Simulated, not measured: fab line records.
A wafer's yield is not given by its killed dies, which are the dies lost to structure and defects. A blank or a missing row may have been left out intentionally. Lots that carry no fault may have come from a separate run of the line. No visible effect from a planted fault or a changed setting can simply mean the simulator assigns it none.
Which tool was responsible? || flow nand-harc || Sampling: 12 lots, 36 wafers, 5 of 1302 route steps

WHAT THE GAUGES SHOWED, per wafer
NHARC_HYBRID_BOND_OVL_MEAS_05. Usual: overlay-x-nm 0 nm, standard deviation 31; overlay-y-nm -2 nm, standard deviation 34.
{"lot": "L760", "measured": "day 23 23:55", "on": "overlay-01", "overlay-x-nm (nm)": "-11 35 -72", "overlay-y-nm (nm)": "-36 34 28", "flag": ""}
{"lot": "L761", "measured": "day 24 17:21", "on": "overlay-01", "overlay-x-nm (nm)": "51 14 -69", "overlay-y-nm (nm)": "-30 14 -31", "flag": ""}
{"lot": "L763", "measured": "day 24 17:22", "on": "overlay-02", "overlay-x-nm (nm)": "1 11 56", "overlay-y-nm (nm)": "14 50 -74", "flag": ""}
{"lot": "L764", "measured": "day 25 05:43", "on": "overlay-02", "overlay-x-nm (nm)": "-18 -8 7", "overlay-y-nm (nm)": "-25 -4 -29", "flag": ""}
{"lot": "L765", "measured": "day 25 10:16", "on": "overlay-01", "overlay-x-nm (nm)": "39 21 18", "overlay-y-nm (nm)": "0 -59 5", "flag": ""}
{"lot": "L766", "measured": "day 25 10:16", "on": "overlay-02", "overlay-x-nm (nm)": "53 -20 19", "overlay-y-nm (nm)": "-38 -2 -36", "flag": ""}
{"lot": "L767", "measured": "day 26 16:58", "on": "overlay-02", "overlay-x-nm (nm)": "-49 -40 19", "overlay-y-nm (nm)": "-42 5 -30", "flag": ""}
{"lot": "L770", "measured": "day 27 17:56", "on": "overlay-02", "overlay-x-nm (nm)": "-6 -28 21", "overlay-y-nm (nm)": "-2 -27 31", "flag": ""}
{"lot": "L774", "measured": "day 30 12:50", "on": "overlay-01", "overlay-x-nm (nm)": "41 19 -20", "overlay-y-nm (nm)": "-13 30 113", "flag": ""}
{"lot": "L780", "measured": "day 31 17:40", "on": "overlay-01", "overlay-x-nm (nm)": "-19 0 -27", "overlay-y-nm (nm)": "-26 5 6", "flag": ""}
{"lot": "L781", "measured": "day 32 09:01", "on": "overlay-02", "overlay-x-nm (nm)": "-46 4 43", "overlay-y-nm (nm)": "-68 17 -15", "flag": ""}
{"lot": "L782", "measured": "day 33 02:26", "on": "overlay-01", "overlay-x-nm (nm)": "29 28 21", "overlay-y-nm (nm)": "-17 37 -30", "flag": ""}

NHARC_END_SORT_01. Usual: defect-limited-yield 91 %, standard deviation 3; killed-at-array 54, standard deviation 21; killed-at-other 1.0, standard deviation 1.2; killed-at-periphery 3.6, standard deviation 2.6; killed-dies 58, standard deviation 20; killed-open 3.3, standard deviation 1.9; killed-short 2.6, standard deviation 1.5; sort_bin_2_pct 3.1 %, standard deviation 1.4; sort_bin_3_pct 0.6 %, standard deviation 0.37; sort_bin_4_pct 4.9 %, standard deviation 1.6; sort-n-pass 619, standard deviation 20; sort-rim-yield-pct 91 %, standard deviation 4.3; sort-yield-pct 91 %, standard deviation 3.
{"lot": "L774", "measured": "day 31 10:37", "on": "prober-01", "defect-limited-yield (%)": "86 90 88", "killed-at-array": "93 65 73", "killed-at-other": "0 1 1", "killed-at-periphery": "4 0 7", "killed-dies": "97 66 81", "killed-open": "5 4 4", "killed-short": "2 1 4", "sort_bin_2_pct (%)": "5.5 3.1 4.4", "sort_bin_3_pct (%)": "0.9 1.0 0.7", "sort_bin_4_pct (%)": "8.0 5.6 6.8", "sort-n-pass": "580 611 596", "sort-rim-yield-pct (%)": "91 84 86", "sort-yield-pct (%)": "86 90 88", "flag": ""}

EACH LOT AND THE TOOL THAT RAN IT (in order: tool; ch and the chambers of the sampled wafers; start)
{"lot": "L760", "NHARC_A_BONDPAD_ETCH_12": "rie-diel-10 ch 0,1,2, day 23 23:55 or earlier", "NHARC_THIN_TSV_EXPOSE_09": "krf-scanner-04 ch 0, day 24 02:30", "NHARC_THIN_TSV_DEP_47": "pecvd-01 ch 0,1,2, day 24 04:37"}
{"lot": "L761", "NHARC_A_BONDPAD_ETCH_12": "rie-diel-07 ch 1,3, day 24 17:21 or earlier", "NHARC_THIN_TSV_EXPOSE_09": "krf-scanner-02 ch 0, day 24 20:00", "NHARC_THIN_TSV_DEP_47": "pecvd-02 ch 0,1, day 24 22:04"}
{"lot": "L763", "NHARC_A_BONDPAD_ETCH_12": "rie-diel-05 ch 0,2,3, day 24 17:22 or earlier", "NHARC_THIN_TSV_EXPOSE_09": "krf-scanner-02 ch 0, day 24 22:17", "NHARC_THIN_TSV_DEP_47": "pecvd-03 ch 0,1,2, day 25 00:22"}
{"lot": "L764", "NHARC_A_BONDPAD_ETCH_12": "rie-diel-10 ch 0,2,3, day 25 05:43 or earlier", "NHARC_THIN_TSV_EXPOSE_09": "krf-scanner-01 ch 0, day 25 08:18", "NHARC_THIN_TSV_DEP_47": "pecvd-02 ch 0,1,2, day 25 10:22"}
{"lot": "L765", "NHARC_A_BONDPAD_ETCH_12": "rie-diel-10 ch 2,3, day 25 10:16 or earlier", "NHARC_THIN_TSV_EXPOSE_09": "krf-scanner-02 ch 0, day 25 12:53", "NHARC_THIN_TSV_DEP_47": "pecvd-01 ch 0,1, day 25 14:55"}
{"lot": "L766", "NHARC_A_BONDPAD_ETCH_12": "rie-diel-10 ch 0,2,3, day 25 10:16 or earlier", "NHARC_THIN_TSV_EXPOSE_09": "krf-scanner-01 ch 0, day 25 14:01", "NHARC_THIN_TSV_DEP_47": "pecvd-03 ch 0,1,2, day 25 16:19"}
{"lot": "L767", "NHARC_A_BONDPAD_ETCH_12": "rie-diel-10 ch 0,1, day 26 16:58 or earlier", "NHARC_THIN_TSV_EXPOSE_09": "krf-scanner-01 ch 0, day 26 19:33", "NHARC_THIN_TSV_DEP_47": "pecvd-01 ch 0,1, day 26 21:36"}
{"lot": "L770", "NHARC_A_BONDPAD_ETCH_12": "rie-diel-07 ch 0,1,2, day 27 17:56 or earlier", "NHARC_THIN_TSV_EXPOSE_09": "krf-scanner-02 ch 0, day 27 21:42", "NHARC_THIN_TSV_DEP_47": "pecvd-01 ch 0,1, day 27 23:47"}
{"lot": "L774", "NHARC_A_BONDPAD_ETCH_12": "rie-diel-07 ch 0,2,3, day 30 12:50 or earlier", "NHARC_THIN_TSV_EXPOSE_09": "krf-scanner-01 ch 0, day 30 15:20", "NHARC_THIN_TSV_DEP_47": "pecvd-02 ch 0,1, day 30 17:28"}
{"lot": "L780", "NHARC_A_BONDPAD_ETCH_12": "rie-diel-05 ch 0,2,3, day 31 17:40 or earlier", "NHARC_THIN_TSV_EXPOSE_09": "krf-scanner-04 ch 0, day 32 03:36", "NHARC_THIN_TSV_DEP_47": "pecvd-02 ch 1,2, day 32 05:35"}
{"lot": "L781", "NHARC_A_BONDPAD_ETCH_12": "rie-diel-05 ch 0,1, day 32 09:01 or earlier", "NHARC_THIN_TSV_EXPOSE_09": "krf-scanner-04 ch 0, day 32 11:29", "NHARC_THIN_TSV_DEP_47": "pecvd-01 ch 0,2, day 32 13:29"}
{"lot": "L782", "NHARC_A_BONDPAD_ETCH_12": "rie-diel-05 ch 0,1,2, day 33 02:26 or earlier", "NHARC_THIN_TSV_EXPOSE_09": "krf-scanner-04 ch 0, day 33 06:05", "NHARC_THIN_TSV_DEP_47": "pecvd-01 ch 0,1, day 33 08:09"}
- NHARC_A_BONDPAD_ETCH_12: etches the open film in CHF3/O2, target depth 220 nm, time 110 s.
- NHARC_THIN_TSV_EXPOSE_09: exposes mask TSV.
- NHARC_THIN_TSV_DEP_47: deposits SiO2, target thk 200 nm.

WHAT THE TOOLS THEMSELVES READ (means of the sampled wafers that have a number; where no wafer has one, the mark that the record gives instead)
NHARC_A_BONDPAD_ETCH_12. Usual: drypump-motor-current-A 5.8 A, standard deviation 0.45; oes-product-au 0.948 a.u., standard deviation 0.023; rf-vpp-V 369.9 V, standard deviation 2.7; showerhead-plenum-p-Torr 2.37 Torr, standard deviation 0.11; throttle-valve-pct 20.572 %, standard deviation 0.0087.
{"lot": "L760", "tool": "rie-diel-10", "drypump-motor-current-A (A)": 5.7, "oes-product-au (a.u.)": 0.939, "rf-vpp-V (V)": 368.1, "showerhead-plenum-p-Torr (Torr)": 2.32, "throttle-valve-pct (%)": 20.574, "flag": ""}
{"lot": "L761", "tool": "rie-diel-07", "drypump-motor-current-A (A)": 6.0, "oes-product-au (a.u.)": 0.920, "rf-vpp-V (V)": 371.1, "showerhead-plenum-p-Torr (Torr)": 2.40, "throttle-valve-pct (%)": 20.570, "flag": ""}
{"lot": "L763", "tool": "rie-diel-05", "drypump-motor-current-A (A)": 5.9, "oes-product-au (a.u.)": 0.936, "rf-vpp-V (V)": 370.0, "showerhead-plenum-p-Torr (Torr)": 2.37, "throttle-valve-pct (%)": 20.565, "flag": ""}
{"lot": "L764", "tool": "rie-diel-10", "drypump-motor-current-A (A)": 5.8, "oes-product-au (a.u.)": 0.939, "rf-vpp-V (V)": 367.5, "showerhead-plenum-p-Torr (Torr)": 2.26, "throttle-valve-pct (%)": 20.569, "flag": ""}
{"lot": "L765", "tool": "rie-diel-10", "drypump-motor-current-A (A)": 5.8, "oes-product-au (a.u.)": 0.944, "rf-vpp-V (V)": 367.4, "showerhead-plenum-p-Torr (Torr)": 2.27, "throttle-valve-pct (%)": 20.579, "flag": ""}
{"lot": "L766", "tool": "rie-diel-10", "drypump-motor-current-A (A)": 5.8, "oes-product-au (a.u.)": 0.988, "rf-vpp-V (V)": 366.9, "showerhead-plenum-p-Torr (Torr)": 2.26, "throttle-valve-pct (%)": 20.564, "flag": ""}
{"lot": "L767", "tool": "rie-diel-10", "drypump-motor-current-A (A)": 5.6, "oes-product-au (a.u.)": 0.976, "rf-vpp-V (V)": 369.0, "showerhead-plenum-p-Torr (Torr)": 2.34, "throttle-valve-pct (%)": 20.575, "flag": ""}
{"lot": "L770", "tool": "rie-diel-07", "drypump-motor-current-A (A)": 5.6, "oes-product-au (a.u.)": 0.920, "rf-vpp-V (V)": 368.7, "showerhead-plenum-p-Torr (Torr)": 2.32, "throttle-valve-pct (%)": 20.575, "flag": ""}
{"lot": "L774", "tool": "rie-diel-07", "drypump-motor-current-A (A)": 5.5, "oes-product-au (a.u.)": 0.976, "rf-vpp-V (V)": 373.0, "showerhead-plenum-p-Torr (Torr)": 2.46, "throttle-valve-pct (%)": 20.575, "flag": ""}
{"lot": "L780", "tool": "rie-diel-05", "drypump-motor-current-A (A)": 5.9, "oes-product-au (a.u.)": 0.959, "rf-vpp-V (V)": 370.2, "showerhead-plenum-p-Torr (Torr)": 2.37, "throttle-valve-pct (%)": 20.573, "flag": ""}
{"lot": "L781", "tool": "rie-diel-05", "drypump-motor-current-A (A)": 5.6, "oes-product-au (a.u.)": 0.976, "rf-vpp-V (V)": 373.3, "showerhead-plenum-p-Torr (Torr)": 2.50, "throttle-valve-pct (%)": 20.569, "flag": ""}
{"lot": "L782", "tool": "rie-diel-05", "drypump-motor-current-A (A)": 6.1, "oes-product-au (a.u.)": 0.966, "rf-vpp-V (V)": 370.8, "showerhead-plenum-p-Torr (Torr)": 2.42, "throttle-valve-pct (%)": 20.579, "flag": ""}

NHARC_THIN_TSV_EXPOSE_09. Usual: exposure-dose-mJ-cm2 reads 30.69 (standard deviation 0.15).
{"lot": "L760", "tool": "krf-scanner-04", "exposure-dose-mJ-cm2": 30.71, "flag": ""}
{"lot": "L761", "tool": "krf-scanner-02", "exposure-dose-mJ-cm2": 30.68, "flag": ""}
{"lot": "L763", "tool": "krf-scanner-02", "exposure-dose-mJ-cm2": 30.69, "flag": ""}
{"lot": "L764", "tool": "krf-scanner-01", "exposure-dose-mJ-cm2": 30.68, "flag": ""}
{"lot": "L765", "tool": "krf-scanner-02", "exposure-dose-mJ-cm2": 30.64, "flag": ""}
{"lot": "L766", "tool": "krf-scanner-01", "exposure-dose-mJ-cm2": 30.66, "flag": ""}
{"lot": "L767", "tool": "krf-scanner-01", "exposure-dose-mJ-cm2": 28.45, "flag": "OFF"}
{"lot": "L770", "tool": "krf-scanner-02", "exposure-dose-mJ-cm2": 30.70, "flag": ""}
{"lot": "L774", "tool": "krf-scanner-01", "exposure-dose-mJ-cm2": 29.74, "flag": "OFF"}
{"lot": "L780", "tool": "krf-scanner-04", "exposure-dose-mJ-cm2": 30.66, "flag": ""}
{"lot": "L781", "tool": "krf-scanner-04", "exposure-dose-mJ-cm2": 30.70, "flag": ""}
{"lot": "L782", "tool": "krf-scanner-04", "exposure-dose-mJ-cm2": 30.66, "flag": ""}

NHARC_THIN_TSV_DEP_47. Usual: throttle-valve-pct reads 16.2 % (standard deviation 0.45).
{"lot": "L760", "tool": "pecvd-01", "throttle-valve-pct (%)": 16.1, "flag": ""}
{"lot": "L761", "tool": "pecvd-02", "throttle-valve-pct (%)": 15.9, "flag": ""}
{"lot": "L763", "tool": "pecvd-03", "throttle-valve-pct (%)": 16.4, "flag": ""}
{"lot": "L764", "tool": "pecvd-02", "throttle-valve-pct (%)": 16.2, "flag": ""}
{"lot": "L765", "tool": "pecvd-01", "throttle-valve-pct (%)": 15.9, "flag": ""}
{"lot": "L766", "tool": "pecvd-03", "throttle-valve-pct (%)": 16.3, "flag": ""}
{"lot": "L767", "tool": "pecvd-01", "throttle-valve-pct (%)": 16.0, "flag": ""}
{"lot": "L770", "tool": "pecvd-01", "throttle-valve-pct (%)": 16.1, "flag": ""}
{"lot": "L774", "tool": "pecvd-02", "throttle-valve-pct (%)": 16.5, "flag": ""}
{"lot": "L780", "tool": "pecvd-02", "throttle-valve-pct (%)": 16.2, "flag": ""}
{"lot": "L781", "tool": "pecvd-01", "throttle-valve-pct (%)": 16.9, "flag": ""}
{"lot": "L782", "tool": "pecvd-01", "throttle-valve-pct (%)": 16.1, "flag": ""}

THE ANSWER, worked out from the rows above alone
Rule: lot off if the mean of its wafers having a number is beyond 3 standard deviations from the usual mean. Also off: a lot with no number at a reading for which 4 or more lots have one. All remaining lots with rows at the step are treated as sound. The gauges are gone through in route order, then the tools' own readings, and for those a lot's mean is taken as printed above. The first step at which some lot is off is used, and at that step the reading that is off furthest; a lot without a number counts as furthest.
Off, at NHARC_THIN_TSV_EXPOSE_09 on exposure-dose-mJ-cm2: L767, L774.
If a tool, at that step or one of the process steps before it, ran each lot that is off and ran no sound lot following the first of them, it fits. NHARC_A_BONDPAD_ETCH_12 gives no start for some lots, so the hours and the order of its lots are those of NHARC_HYBRID_BOND_OVL_MEAS_05. One fits: krf-scanner-01 at NHARC_THIN_TSV_EXPOSE_09. Its last sound lot is L766 (day 25 14:01), its first lot that is off L767 (day 26 19:33): a fault that began between those two fits.
The tool's own readings at NHARC_THIN_TSV_EXPOSE_09 bear it out: on the lots that are off they differ by more than 5 times the standard deviation of the sound lots' means. exposure-dose-mJ-cm2 reads 29.09 there against 30.68 on the sound lots.

WHAT HAD BEEN PUT IN BY THE SIMULATOR
Drift in process parameters on krf-scanner-01 at NHARC_THIN_TSV_EXPOSE_09, starting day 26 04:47. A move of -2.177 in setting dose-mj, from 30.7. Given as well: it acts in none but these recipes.
Shown lots that were struck: L767, L774. The rule above found the same.
